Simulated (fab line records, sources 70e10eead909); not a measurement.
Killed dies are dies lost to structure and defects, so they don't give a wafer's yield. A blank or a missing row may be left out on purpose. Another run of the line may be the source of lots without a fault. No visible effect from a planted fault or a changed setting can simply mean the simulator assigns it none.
What tool caused it? | flow nandHarc | 23 lots, 69 wafers sampled, at 6 steps of a route of 1302

## WHAT THE GAUGES SHOWED, per wafer
No reading from a measuring or inspecting step in the record can be judged against a usual standard deviation.

## WHICH TOOL RAN EACH LOT (tool, then ch and the chambers of the sampled wafers, then the start)
lot  | NHARC_A_STAIRCASE_DESCUM_186      | NHARC_A_STAIRCASE_ETCH_188                   | NHARC_A_STAIRCASE_ETCH_194                   | NHARC_A_STAIRCASE_STRIP_205         | NHARC_A_STAIRCASE_TRIM_220        | NHARC_A_STAIRCASE_ETCH_236
L075 | rieDiel-03 ch 1,2,3, day 15 21:55 | rieDiel-03 ch 0,1,3, day 16 01:05 or earlier | rieDiel-03 ch 0,1,2, day 16 01:05 or earlier | plasmaAsher-02 ch 0,1, day 16 01:05 | rieDiel-02 ch 1,2,3, day 16 02:31 | rieDiel-03 ch 1,2,3, no start
L074 | rieDiel-02 ch 0,2,3, day 15 22:04 | rieDiel-02 ch 0,1,2, day 16 00:29 or earlier | rieDiel-02 ch 0,2,3, day 16 00:29 or earlier | plasmaAsher-01 ch 0,1, day 16 00:29 | rieDiel-03 ch 0,2,3, day 16 02:05 | rieDiel-03 ch 0,1,2, no start
L076 | rieDiel-02 ch 1,2,3, day 16 21:11 | rieDiel-02 ch 0,2,3, day 16 23:24 or earlier | rieDiel-02 ch 0,1,2, day 16 23:24 or earlier | plasmaAsher-01 ch 0,1, day 16 23:24 | rieDiel-03 ch 0,2, day 17 01:16   | rieDiel-03 ch 0,2,3, no start
L077 | rieDiel-13 ch 1,2, day 17 12:21   | rieDiel-13 ch 0,2,3, day 17 14:50 or earlier | rieDiel-13 ch 1,2,3, day 17 14:50 or earlier | plasmaAsher-02 ch 0,1, day 17 14:50 | rieDiel-03 ch 0,1,3, day 17 16:26 | rieDiel-03 ch 0,1, no start
L078 | rieDiel-13 ch 0,1,2, day 17 12:49 | rieDiel-13 ch 0,2,3, day 17 15:13 or earlier | rieDiel-13 ch 0,1,3, day 17 15:13 or earlier | plasmaAsher-01 ch 0,1, day 17 15:13 | rieDiel-03 ch 0,1,2, day 17 16:50 | rieDiel-13 ch 0,1,2, no start
L080 | rieDiel-13 ch 1,2,3, day 18 05:31 | rieDiel-13 ch 0,3, day 18 07:49 or earlier   | rieDiel-13 ch 0,1,3, day 18 07:49 or earlier | plasmaAsher-02 ch 0,1, day 18 07:49 | rieDiel-02 ch 0,2, day 18 09:26   | rieDiel-02 ch 0,2, no start
L079 | rieDiel-03 ch 0,1,2, day 18 06:56 | rieDiel-03 ch 0,1,2, day 18 09:21 or earlier | rieDiel-03 ch 0,2,3, day 18 09:21 or earlier | plasmaAsher-02 ch 0,1, day 18 09:21 | rieDiel-02 ch 0,1,2, day 18 10:56 | rieDiel-02 ch 0,1, no start
L081 | rieDiel-03 ch 0,1,3, day 18 21:30 | rieDiel-03 ch 0,1, day 19 00:01 or earlier   | rieDiel-03 ch 0,1,2, day 19 00:01 or earlier | plasmaAsher-01 ch 0,1, day 19 00:01 | rieDiel-13 ch 0,3, day 19 01:33   | rieDiel-13 ch 0,3, no start
L082 | rieDiel-02 ch 0,2, day 19 05:04   | rieDiel-02 ch 0,2, day 19 07:14 or earlier   | rieDiel-02 ch 1,2, day 19 07:14 or earlier   | plasmaAsher-02 ch 0,1, day 19 07:14 | rieDiel-02 ch 1,2,3, day 19 08:44 | rieDiel-13 ch 0,1,2, no start
L083 | rieDiel-03 ch 0,1,2, day 19 08:25 | rieDiel-03 ch 0,1,2, day 19 10:38 or earlier | rieDiel-03 ch 0,1,3, day 19 10:38 or earlier | plasmaAsher-02 ch 0, day 19 10:38   | rieDiel-02 ch 1,2,3, day 19 12:10 | rieDiel-02 ch 0,1, no start
L084 | rieDiel-02 ch 1,3, day 20 03:11   | rieDiel-02 ch 0,1, day 20 05:43 or earlier   | rieDiel-02 ch 1,3, day 20 05:43 or earlier   | plasmaAsher-02 ch 0,1, day 20 05:43 | rieDiel-03 ch 0,3, day 20 07:11   | rieDiel-03 ch 0,2,3, no start
L085 | rieDiel-03 ch 0,1, day 20 03:37   | rieDiel-03 ch 0,1,2, day 20 06:00 or earlier | rieDiel-03 ch 0,2, day 20 06:00 or earlier   | plasmaAsher-02 ch 1, day 20 06:00   | rieDiel-13 ch 1,2,3, day 20 07:28 | rieDiel-13 ch 1,2, no start
L086 | rieDiel-13 ch 1,2,3, day 20 21:18 | rieDiel-13 ch 0,2,3, day 20 23:50 or earlier | rieDiel-13 ch 1,2,3, day 20 23:50 or earlier | plasmaAsher-02 ch 0,1, day 20 23:50 | rieDiel-02 ch 0,2,3, day 21 01:26 | rieDiel-03 ch 0,2, no start
L087 | rieDiel-13 ch 1,2,3, day 20 21:43 | rieDiel-13 ch 0,2, day 21 00:20 or earlier   | rieDiel-13 ch 0,1,3, day 21 00:20 or earlier | plasmaAsher-02 ch 0,1, day 21 00:20 | rieDiel-13 ch 1,2,3, day 21 01:56 | rieDiel-13 ch 1,2, no start
L088 | rieDiel-03 ch 0,2,3, day 21 15:56 | rieDiel-03 ch 0,3, day 21 18:11 or earlier   | rieDiel-03 ch 0,2, day 21 18:11 or earlier   | plasmaAsher-02 ch 0,1, day 21 18:11 | rieDiel-02 ch 0,3, day 21 19:43   | rieDiel-02 ch 1,2, no start
L089 | rieDiel-13 ch 0,1, day 21 20:03   | rieDiel-13 ch 0,1,2, day 22 02:13 or earlier | rieDiel-13 ch 0,2,3, day 22 02:13 or earlier | plasmaAsher-02 ch 0,1, day 22 02:13 | rieDiel-13 ch 1,2, day 22 03:41   | rieDiel-03 ch 0,1,2, no start
L090 | rieDiel-03 ch 0,1,2, day 23 05:23 | rieDiel-03 ch 1,2,3, day 23 07:35 or earlier | rieDiel-03 ch 0,1,2, day 23 07:35 or earlier | plasmaAsher-02 ch 0,1, day 23 07:35 | rieDiel-13 ch 0,2,3, day 23 09:14 | rieDiel-13 ch 0,1,2, no start
L093 | rieDiel-03 ch 0,1,3, day 23 11:32 | rieDiel-03 ch 0,2,3, day 23 13:43 or earlier | rieDiel-03 ch 0,3, day 23 13:43 or earlier   | plasmaAsher-01 ch 0, day 23 13:43   | rieDiel-02 ch 1,3, day 23 15:19   | rieDiel-03 ch 1,2, no start
L092 | rieDiel-13 ch 0,1,2, day 23 12:06 | rieDiel-13 ch 0,3, day 23 14:49 or earlier   | rieDiel-13 ch 0,3, day 23 14:49 or earlier   | plasmaAsher-02 ch 0,1, day 23 14:49 | rieDiel-13 ch 0,2, day 23 16:21   | rieDiel-02 ch 0,2,3, no start
L095 | rieDiel-13 ch 0,3, day 24 08:14   | rieDiel-13 ch 0,1,3, day 24 10:56 or earlier | rieDiel-13 ch 0,2,3, day 24 10:56 or earlier | plasmaAsher-01 ch 0,1, day 24 10:56 | rieDiel-03 ch 0,2,3, day 24 12:25 | rieDiel-02 ch 0,1, no start
L094 | rieDiel-03 ch 0,1,3, day 24 08:58 | rieDiel-03 ch 0,1,3, day 24 11:11 or earlier | rieDiel-03 ch 1,2,3, day 24 11:11 or earlier | plasmaAsher-02 ch 0,1, day 24 11:11 | rieDiel-02 ch 0,1,3, day 24 12:44 | rieDiel-02 ch 0,1,3, no start
L096 | rieDiel-03 ch 0,1,3, day 24 23:19 | rieDiel-03 ch 1,2, day 25 03:09 or earlier   | rieDiel-03 ch 1,2,3, day 25 03:09 or earlier | plasmaAsher-01 ch 0,1, day 25 03:09 | rieDiel-02 ch 0,1, day 25 04:43   | rieDiel-02 ch 1,3, no start
L097 | rieDiel-02 ch 0,2,3, day 25 16:22 | rieDiel-02 ch 0,1,3, day 25 18:38 or earlier | rieDiel-02 ch 0,1,2, day 25 18:38 or earlier | plasmaAsher-01 ch 0,1, day 25 18:38 | rieDiel-03 ch 0,2,3, day 25 20:07 | rieDiel-02 ch 0,2,3, no start
- NHARC_A_STAIRCASE_DESCUM_186: chemistry O2, time 3 s.
- NHARC_A_STAIRCASE_ETCH_188: etches the open film in C4F8/O2, target depth 100 nm, time 40.5 s.
- NHARC_A_STAIRCASE_ETCH_194: etches the open film in C4F8/O2, target depth 100 nm, time 40.5 s.
- NHARC_A_STAIRCASE_STRIP_205: strips in O2.
- NHARC_A_STAIRCASE_TRIM_220: chemistry O2, time 211.2 s.
- NHARC_A_STAIRCASE_ETCH_236: etches the open film in C4F8/O2, target depth 100 nm, time 40.5 s.

## AS READ BY THE TOOLS THEMSELVES (means over the sampled wafers that have a number; for cases with no such wafer, the mark the record gives instead)
NHARC_A_STAIRCASE_DESCUM_186.
lot  | tool       | drypumpMotorCurrentA (A) | o2FlowSccm (sccm) | oesProductAu (a.u.) | rfVppV (V) | showerheadPlenumPTorr (Torr) | throttleValvePct (%)
L075 | rieDiel-03 | 5.9                      | 200.4             | 1.001               | 57.5       | 1.93                         | 11.308
L074 | rieDiel-02 | 5.6                      | 200.1             | 0.996               | 57.0       | 1.83                         | 11.306
L076 | rieDiel-02 | 5.8                      | 200.1             | 0.996               | 57.5       | 1.90                         | 11.319
L077 | rieDiel-13 | 5.8                      | 200.5             | 1.002               | 57.8       | 1.88                         | 11.304
L078 | rieDiel-13 | 5.8                      | 199.9             | 1.002               | 57.7       | 1.87                         | 11.312
L080 | rieDiel-13 | 6.1                      | 200.1             | 1.001               | 58.6       | 1.89                         | 11.306
L079 | rieDiel-03 | 6.0                      | 200.2             | 0.997               | 57.4       | 1.90                         | 11.310
L081 | rieDiel-03 | 5.9                      | 200.5             | 1.001               | 58.1       | 1.96                         | 11.321
L082 | rieDiel-02 | 5.6                      | 199.5             | 0.989               | 57.0       | 1.81                         | 11.312
L083 | rieDiel-03 | 6.0                      | 200.1             | 0.991               | 57.5       | 1.90                         | 11.309
L084 | rieDiel-02 | 6.0                      | 200.3             | 0.998               | 58.1       | 1.97                         | 11.308
L085 | rieDiel-03 | 5.9                      | 200.3             | 0.995               | 57.9       | 1.94                         | 11.315
L086 | rieDiel-13 | 6.1                      | 199.9             | 1.000               | 57.8       | 1.88                         | 11.317
L087 | rieDiel-13 | 6.1                      | 200.0             | 1.001               | 57.1       | 1.89                         | 11.317
L088 | rieDiel-03 | 6.0                      | 200.0             | 0.998               | 58.5       | 1.87                         | 11.313
L089 | rieDiel-13 | 5.5                      | 200.4             | 1.002               | 58.2       | 1.87                         | 11.312
L090 | rieDiel-03 | 6.0                      | 199.8             | 1.014               | 58.0       | 1.99                         | 11.307
L093 | rieDiel-03 | 5.9                      | 200.1             | 1.019               | 57.1       | 1.95                         | 11.306
L092 | rieDiel-13 | 5.7                      | 199.7             | 1.004               | 57.4       | 1.85                         | 11.310
L095 | rieDiel-13 | 5.8                      | 199.8             | 1.006               | 57.7       | 1.88                         | 11.304
L094 | rieDiel-03 | 5.9                      | 200.2             | 1.018               | 58.1       | 1.95                         | 11.308
L096 | rieDiel-03 | 5.9                      | 199.9             | 1.026               | 59.0       | 1.95                         | 11.308
L097 | rieDiel-02 | 5.6                      | 199.9             | 0.991               | 56.9       | 1.81                         | 11.319

NHARC_A_STAIRCASE_ETCH_188.
lot  | tool       | biasW (W) | oesProductAu (a.u.) | rfVppV (V)
L075 | rieDiel-03 | 997.9     | 0.941               | 899
L074 | rieDiel-02 | 997.9     | 0.939               | 894
L076 | rieDiel-02 | 998.6     | 0.951               | 890
L077 | rieDiel-13 | 996.8     | 0.954               | 894
L078 | rieDiel-13 | 1001.8    | 0.936               | 894
L080 | rieDiel-13 | 1001.4    | 0.954               | 896
L079 | rieDiel-03 | 1001.7    | 0.944               | 894
L081 | rieDiel-03 | 1001.2    | 0.938               | 897
L082 | rieDiel-02 | 1000.9    | 0.934               | 890
L083 | rieDiel-03 | 999.2     | 0.935               | 895
L084 | rieDiel-02 | 996.6     | 0.933               | 900
L085 | rieDiel-03 | 1002.4    | 0.949               | 895
L086 | rieDiel-13 | 999.6     | 0.930               | 893
L087 | rieDiel-13 | 999.1     | 0.933               | 891
L088 | rieDiel-03 | 998.8     | 0.927               | 897
L089 | rieDiel-13 | 1001.3    | 0.925               | 892
L090 | rieDiel-03 | 1000.2    | 0.963               | 902
L093 | rieDiel-03 | 1001.1    | 0.959               | 899
L092 | rieDiel-13 | 999.2     | 0.963               | 894
L095 | rieDiel-13 | 1000.3    | 0.948               | 894
L094 | rieDiel-03 | 1001.2    | 0.961               | 898
L096 | rieDiel-03 | 1000.6    | 0.942               | 904
L097 | rieDiel-02 | 999.4     | 0.944               | 894

NHARC_A_STAIRCASE_ETCH_194.
lot  | tool       | biasW (W) | oesProductAu (a.u.) | rfVppV (V)
L075 | rieDiel-03 | 998.0     | 0.952               | 895
L074 | rieDiel-02 | 999.2     | 0.936               | 891
L076 | rieDiel-02 | 998.0     | 0.937               | 895
L077 | rieDiel-13 | 999.6     | 0.929               | 895
L078 | rieDiel-13 | 1001.2    | 0.941               | 896
L080 | rieDiel-13 | 998.1     | 0.953               | 896
L079 | rieDiel-03 | 1000.6    | 0.952               | 893
L081 | rieDiel-03 | 999.4     | 0.941               | 894
L082 | rieDiel-02 | 999.0     | 0.917               | 894
L083 | rieDiel-03 | 999.2     | 0.944               | 899
L084 | rieDiel-02 | 1001.6    | 0.954               | 896
L085 | rieDiel-03 | 999.9     | 0.949               | 892
L086 | rieDiel-13 | 1000.3    | 0.941               | 894
L087 | rieDiel-13 | 1000.3    | 0.954               | 895
L088 | rieDiel-03 | 1001.7    | 0.942               | 891
L089 | rieDiel-13 | 1000.7    | 0.936               | 892
L090 | rieDiel-03 | 999.1     | 0.958               | 901
L093 | rieDiel-03 | 1000.6    | 0.954               | 897
L092 | rieDiel-13 | 1001.0    | 0.948               | 895
L095 | rieDiel-13 | 1001.6    | 0.947               | 893
L094 | rieDiel-03 | 999.6     | 0.959               | 903
L096 | rieDiel-03 | 997.6     | 0.944               | 902
L097 | rieDiel-02 | 999.0     | 0.936               | 893

NHARC_A_STAIRCASE_STRIP_205.
lot  | tool           | drypumpMotorCurrentA (A) | heaterPowerW (W)
L075 | plasmaAsher-02 | 5.62                     | 334
L074 | plasmaAsher-01 | 5.62                     | 345
L076 | plasmaAsher-01 | 5.83                     | 328
L077 | plasmaAsher-02 | 5.62                     | 344
L078 | plasmaAsher-01 | 5.60                     | 348
L080 | plasmaAsher-02 | 5.80                     | 353
L079 | plasmaAsher-02 | 5.76                     | 350
L081 | plasmaAsher-01 | 5.83                     | 328
L082 | plasmaAsher-02 | 5.63                     | 347
L083 | plasmaAsher-02 | 5.45                     | 340
L084 | plasmaAsher-02 | 5.60                     | 354
L085 | plasmaAsher-02 | 5.95                     | 380
L086 | plasmaAsher-02 | 5.59                     | 351
L087 | plasmaAsher-02 | 5.78                     | 366
L088 | plasmaAsher-02 | 5.78                     | 357
L089 | plasmaAsher-02 | 5.63                     | 350
L090 | plasmaAsher-02 | 5.80                     | 367
L093 | plasmaAsher-01 | 5.37                     | 377
L092 | plasmaAsher-02 | 5.77                     | 364
L095 | plasmaAsher-01 | 5.81                     | 324
L094 | plasmaAsher-02 | 5.61                     | 352
L096 | plasmaAsher-01 | 5.63                     | 350
L097 | plasmaAsher-01 | 5.60                     | 350

NHARC_A_STAIRCASE_TRIM_220.
lot  | tool       | drypumpMotorCurrentA (A) | o2FlowSccm (sccm) | oesProductAu (a.u.) | rfVppV (V) | showerheadPlenumPTorr (Torr) | throttleValvePct (%)
L075 | rieDiel-02 | 5.8                      | 501.1             | 1.000               | 58.5       | 3.51                         | 17.034
L074 | rieDiel-03 | 6.0                      | 500.1             | 1.007               | 57.8       | 3.48                         | 17.038
L076 | rieDiel-03 | 6.1                      | 499.4             | 0.998               | 57.4       | 3.36                         | 17.033
L077 | rieDiel-03 | 5.9                      | 498.7             | 1.014               | 58.0       | 3.62                         | 17.039
L078 | rieDiel-03 | 6.0                      | 501.4             | 1.002               | 58.2       | 3.51                         | 17.034
L080 | rieDiel-02 | 5.6                      | 500.3             | 0.994               | 57.2       | 3.35                         | 17.026
L079 | rieDiel-02 | 5.8                      | 500.6             | 0.994               | 58.2       | 3.49                         | 17.037
L081 | rieDiel-13 | 5.8                      | 500.0             | 0.998               | 57.3       | 3.48                         | 17.029
L082 | rieDiel-02 | 5.8                      | 501.7             | 0.999               | 57.6       | 3.49                         | 17.044
L083 | rieDiel-02 | 5.8                      | 498.8             | 0.995               | 58.1       | 3.49                         | 17.037
L084 | rieDiel-03 | 5.9                      | 500.8             | 0.997               | 57.9       | 3.57                         | 17.034
L085 | rieDiel-13 | 6.1                      | 500.5             | 1.003               | 58.0       | 3.48                         | 17.034
L086 | rieDiel-02 | 5.6                      | 500.1             | 1.002               | 57.8       | 3.36                         | 17.039
L087 | rieDiel-13 | 6.1                      | 500.1             | 1.010               | 57.6       | 3.48                         | 17.037
L088 | rieDiel-02 | 5.7                      | 499.2             | 1.002               | 57.6       | 3.39                         | 17.038
L089 | rieDiel-13 | 5.8                      | 500.2             | 1.006               | 58.0       | 3.46                         | 17.049
L090 | rieDiel-13 | 6.1                      | 499.7             | 1.008               | 57.1       | 3.45                         | 17.040
L093 | rieDiel-02 | 5.9                      | 501.3             | 0.999               | 58.2       | 3.61                         | 17.040
L092 | rieDiel-13 | 6.0                      | 499.4             | 1.012               | 57.4       | 3.38                         | 17.040
L095 | rieDiel-03 | 6.0                      | 500.9             | 1.010               | 57.5       | 3.62                         | 17.047
L094 | rieDiel-02 | 5.8                      | 501.4             | 1.014               | 57.8       | 3.49                         | 17.038
L096 | rieDiel-02 | 5.9                      | 501.3             | 0.987               | 57.9       | 3.59                         | 17.041
L097 | rieDiel-03 | 6.0                      | 500.4             | 1.020               | 58.0       | 3.62                         | 17.036

NHARC_A_STAIRCASE_ETCH_236.
lot  | tool       | biasW (W) | oesProductAu (a.u.) | rfVppV (V)
L075 | rieDiel-03 | 1000      | 0.948               | 897
L074 | rieDiel-03 | 1003      | 0.935               | 896
L076 | rieDiel-03 | 1002      | 0.947               | 894
L077 | rieDiel-03 | 1002      | 0.937               | 901
L078 | rieDiel-13 | 1002      | 0.961               | 894
L080 | rieDiel-02 | 1002      | 0.929               | 890
L079 | rieDiel-02 | 1001      | 0.929               | 895
L081 | rieDiel-13 | 1000      | 0.940               | 896
L082 | rieDiel-13 | 1001      | 0.956               | 893
L083 | rieDiel-02 | 999       | 0.932               | 894
L084 | rieDiel-03 | 998       | 0.936               | 893
L085 | rieDiel-13 | 1003      | 0.938               | 892
L086 | rieDiel-03 | 1001      | 0.940               | 892
L087 | rieDiel-13 | 996       | 0.943               | 894
L088 | rieDiel-02 | 1001      | 0.911               | 893
L089 | rieDiel-03 | 999       | 0.943               | 894
L090 | rieDiel-13 | 999       | 0.948               | 892
L093 | rieDiel-03 | 1001      | 0.956               | 905
L092 | rieDiel-02 | 999       | 0.951               | 890
L095 | rieDiel-02 | 999       | 0.936               | 899
L094 | rieDiel-02 | 999       | 0.953               | 893
L096 | rieDiel-02 | 1000      | 0.942               | 895
L097 | rieDiel-02 | 1000      | 0.933               | 890

## THE ANSWER, worked out from the rows above alone
Rule: the lots themselves supply what counts as usual. Put in order of their means at a reading, lots are off if they are a third of the lots or fewer, leave a main group of 4 or more, and stand apart from it by a gap of 3 or more times the standard deviation of the main group's means; of several such gaps the widest counts. A main group is skipped when, at the precision printed for the reading in the tables above, its means are all equal. Also off: a lot with no number at a reading for which 4 or more lots have one. Where the step has rows for the other lots, those lots are counted as sound. First the gauges in route order, then the tools' own readings, where a lot's mean is used as printed above. The first step at which some lot is off is used, and at that step the reading that is off furthest; a lot without a number counts as furthest.
No lot is off on any of the readings shown, so nothing can be concluded from this.

## WHAT WAS PUT IN BY THE SIMULATOR
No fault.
